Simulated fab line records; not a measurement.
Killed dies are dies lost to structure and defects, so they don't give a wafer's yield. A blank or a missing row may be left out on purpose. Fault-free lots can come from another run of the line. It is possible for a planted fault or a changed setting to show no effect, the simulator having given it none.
Split-lot experiment ; flow n5 finfet ; 21 wafers read from 7 lots, route of 1938 steps

== ABOUT THE SPLIT ==
At N5_BEOL_M2_COAT_73 (time 60 s, resist thk 5 nm), the setting spin rpm was moved away from the recipe's 1500 rpm on 9 of the 21 wafers read, by -10.7% to +11.2%. All remaining wafers had this setting at the recipe value.

The file shows no step between the split and the reading.

== THE READING ==
etch.depth nm (the simulator's own value, which no gauge read), in nm, at N5_BEOL_M2_ETCH_74 (etches underlayer in N2/H2, target depth 6.5 nm, time 5.2 s). The file gives no usual value for it. Here, 12 wafers ran the recipe; their average is 5.019 nm with a standard deviation of 0.016 nm.

wafer;tool, chamber at the split;spin rpm as run, rpm;against the recipe;etch.depth nm, nm;against lot-mates on the recipe
L075.1;litho track-02, 0;1668;+11.2%;4.747;-0.282
L075.2;litho track-02, 0;1668;+11.2%;4.758;-0.271
L075.3;litho track-02, 0;1500;recipe;5.029;-
L079.1;litho track-02, 0;1500;recipe;5.044;-
L079.2;litho track-02, 0;1573;+4.9%;4.923;-0.121
L079.5;litho track-02, 0;1573;+4.9%;4.925;-0.119
L081.3;litho track-02, 0;1500;recipe;4.991;-
L081.5;litho track-02, 0;1500;recipe;5.007;-
L081.6;litho track-02, 0;1500;recipe;5.002;-
L086.2;litho track-02, 0;1500;recipe;5.017;-
L086.4;litho track-02, 0;1500;recipe;5.027;-
L086.6;litho track-02, 0;1636;+9.1%;4.793;-0.229
L091.3;litho track-03, 0;1500;recipe;5.001;-
L091.4;litho track-03, 0;1339;-10.7%;5.299;+0.298
L091.6;litho track-03, 0;1339;-10.7%;5.303;+0.302
L090.4;litho track-05, 0;1551;+3.4%;4.93;-0.081
L090.5;litho track-05, 0;1500;recipe;5.011;-
L090.6;litho track-05, 0;1551;+3.4%;4.925;-0.086
L097.1;litho track-02, 0;1500;recipe;5.034;-
L097.2;litho track-02, 0;1500;recipe;5.03;-
L097.4;litho track-02, 0;1500;recipe;5.036;-

THE FIT
A straight line over all 21 wafers: etch.depth nm changes by -0.0248 nm for each +1% of spin rpm; r = -0.99; the points scatter about the line by 0.016 nm.
The same after taking each lot's own level away (the mean of its wafers on the recipe; 21 wafers): -0.0261 nm for each +1%; r = -1.00; scatter 0.0082 nm.
Per that fit: largest spin rpm move, reading shift of 0.29 nm.
Measured against the standard deviation above, the lots' own levels, which go from 5.0000 to 5.0440 nm, span 2.8 times it.
So the lot-to-lot level changes the slope little: the two slopes agree.
Check: with one of the wafers moved furthest among these (+11.2%) left out of the fit, the line predicts -0.289 nm for it against its lot-mates. Against them it came out at -0.282 nm.

== ADDITIONAL SPLITS CARRIED BY THESE WAFERS ==
Other splits were also applied to these wafers ahead of the reading. Each is held against what the fit with the lots' levels taken away leaves over:
other split on the same wafers;wafers away from the commonest value;r with etch.depth nm (lot level and that fit taken away)
N5_BEOL_M0_SAQP_EXPOSE_11 dose mj;8;+0.24
N5_BEOL_M0_ETCH_138 source w;6;-0.20
N5_BEOL_M0_ETCH_109 bias w;5;-0.17
N5_BEOL_M1_COAT_67 spin rpm;5;-0.11
N5_BEOL_M1_COAT_68 spin rpm;6;-0.01

== FILE'S OWN FIT ==
etch.depth nm changes by -0.0259 nm for each +1% of spin rpm, r = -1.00.
